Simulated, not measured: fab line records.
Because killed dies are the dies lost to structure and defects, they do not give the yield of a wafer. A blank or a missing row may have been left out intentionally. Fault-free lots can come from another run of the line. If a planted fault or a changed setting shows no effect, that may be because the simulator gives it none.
Matching of chambers / flow n5_finfet / N5_BEOL_M6_PECVD_70 on pecvd-02: 3 sister chambers
The step deposits SiO2 from TEOS/O2, target thk 20 nm, time 22.7 s. 20 wafers are shown with their chamber, then 10 later ones without.

## WAFERS WITH THEIR CHAMBER
wafer=L074.1; chamber=1; throttle_valve_pct (%)=21.5; showerhead_plenum_p_Torr (Torr)=8.73; heater_power_w (W)=597
wafer=L074.2; chamber=2; throttle_valve_pct (%)=21.0; showerhead_plenum_p_Torr (Torr)=8.81; heater_power_w (W)=716
wafer=L074.6; chamber=2; throttle_valve_pct (%)=21.1; showerhead_plenum_p_Torr (Torr)=8.81; heater_power_w (W)=717
wafer=L075.1; chamber=2; throttle_valve_pct (%)=21.2; showerhead_plenum_p_Torr (Torr)=8.81; heater_power_w (W)=655
wafer=L075.2; chamber=1; throttle_valve_pct (%)=21.8; showerhead_plenum_p_Torr (Torr)=8.73; heater_power_w (W)=524
wafer=L075.3; chamber=0; throttle_valve_pct (%)=22.9; showerhead_plenum_p_Torr (Torr)=8.80; heater_power_w (W)=727
wafer=L075.4; chamber=1; throttle_valve_pct (%)=21.6; showerhead_plenum_p_Torr (Torr)=8.74; heater_power_w (W)=544
wafer=L075.5; chamber=0; throttle_valve_pct (%)=23.1; showerhead_plenum_p_Torr (Torr)=8.81; heater_power_w (W)=749
wafer=L075.6; chamber=2; throttle_valve_pct (%)=21.3; showerhead_plenum_p_Torr (Torr)=8.82; heater_power_w (W)=674
wafer=L084.2; chamber=1; throttle_valve_pct (%)=21.1; showerhead_plenum_p_Torr (Torr)=8.73; heater_power_w (W)=532
wafer=L084.3; chamber=2; throttle_valve_pct (%)=21.3; showerhead_plenum_p_Torr (Torr)=8.79; heater_power_w (W)=695
wafer=L084.6; chamber=0; throttle_valve_pct (%)=23.0; showerhead_plenum_p_Torr (Torr)=8.83; heater_power_w (W)=863
wafer=L083.2; chamber=2; throttle_valve_pct (%)=21.1; showerhead_plenum_p_Torr (Torr)=8.81; heater_power_w (W)=755
wafer=L083.5; chamber=1; throttle_valve_pct (%)=21.6; showerhead_plenum_p_Torr (Torr)=8.74; heater_power_w (W)=568
wafer=L083.6; chamber=0; throttle_valve_pct (%)=22.6; showerhead_plenum_p_Torr (Torr)=8.80; heater_power_w (W)=805
wafer=L089.1; chamber=1; throttle_valve_pct (%)=21.7; showerhead_plenum_p_Torr (Torr)=8.72; heater_power_w (W)=613
wafer=L089.2; chamber=2; throttle_valve_pct (%)=21.5; showerhead_plenum_p_Torr (Torr)=8.79; heater_power_w (W)=714
wafer=L089.3; chamber=0; throttle_valve_pct (%)=23.0; showerhead_plenum_p_Torr (Torr)=8.81; heater_power_w (W)=768
wafer=L089.4; chamber=0; throttle_valve_pct (%)=22.7; showerhead_plenum_p_Torr (Torr)=8.80; heater_power_w (W)=774
wafer=L089.5; chamber=2; throttle_valve_pct (%)=21.7; showerhead_plenum_p_Torr (Torr)=8.84; heater_power_w (W)=698

SIGNATURES, as means of the wafers listed above
reading=throttle_valve_pct; chamber 0=22.883; chamber 1=21.550; chamber 2=21.275; scatter within a chamber=0.225
reading=showerhead_plenum_p_Torr; chamber 0=8.8083; chamber 1=8.7317; chamber 2=8.8100; scatter within a chamber=0.0128
reading=heater_power_w; chamber 0=781.00; chamber 1=563.00; chamber 2=703.00; scatter within a chamber=37.9
Rule: for each reading, subtract the chamber's mean from the wafer's reading, divide by that reading's scatter and square the result; add these up over the readings and take the root, which gives the wafer's distance from the chamber. If the next closest chamber is less than 2 further off than the closest, the wafer can't be placed; otherwise it belongs to the closest. The scatter: the root of (the sum of the squares of (reading less its chamber's mean) over the shown wafers, divided by (wafers less chambers)).

## WAFERS WHOSE CHAMBER IS MISSING
wafer=L089.6; throttle_valve_pct (%)=21.5; showerhead_plenum_p_Torr (Torr)=8.71; heater_power_w (W)=621
wafer=L090.3; throttle_valve_pct (%)=21.7; showerhead_plenum_p_Torr (Torr)=8.71; heater_power_w (W)=502
wafer=L090.5; throttle_valve_pct (%)=21.3; showerhead_plenum_p_Torr (Torr)=8.80; heater_power_w (W)=731
wafer=L090.6; throttle_valve_pct (%)=23.1; showerhead_plenum_p_Torr (Torr)=8.81; heater_power_w (W)=703
wafer=L091.2; throttle_valve_pct (%)=21.3; showerhead_plenum_p_Torr (Torr)=8.82; heater_power_w (W)=739
wafer=L091.4; throttle_valve_pct (%)=21.5; showerhead_plenum_p_Torr (Torr)=8.78; heater_power_w (W)=752
wafer=L091.5; throttle_valve_pct (%)=21.7; showerhead_plenum_p_Torr (Torr)=8.73; heater_power_w (W)=591
wafer=L096.3; throttle_valve_pct (%)=21.3; showerhead_plenum_p_Torr (Torr)=8.81; heater_power_w (W)=605
wafer=L096.4; throttle_valve_pct (%)=21.5; showerhead_plenum_p_Torr (Torr)=8.82; heater_power_w (W)=625
wafer=L096.5; throttle_valve_pct (%)=21.7; showerhead_plenum_p_Torr (Torr)=8.72; heater_power_w (W)=602

## WHICH CHAMBER EACH WENT THROUGH
wafer=L089.6; from the rows above=1; in truth=1
wafer=L090.3; from the rows above=1; in truth=1
wafer=L090.5; from the rows above=2; in truth=2
wafer=L090.6; from the rows above=0; in truth=0
wafer=L091.2; from the rows above=2; in truth=2
wafer=L091.4; from the rows above=2; in truth=2
wafer=L091.5; from the rows above=1; in truth=1
wafer=L096.3; from the rows above=2; in truth=2
wafer=L096.4; from the rows above=2; in truth=2
wafer=L096.5; from the rows above=1; in truth=1
Correctly placed: 10 of 10. Number that these rows cannot place: 0. 0 placed wrongly.
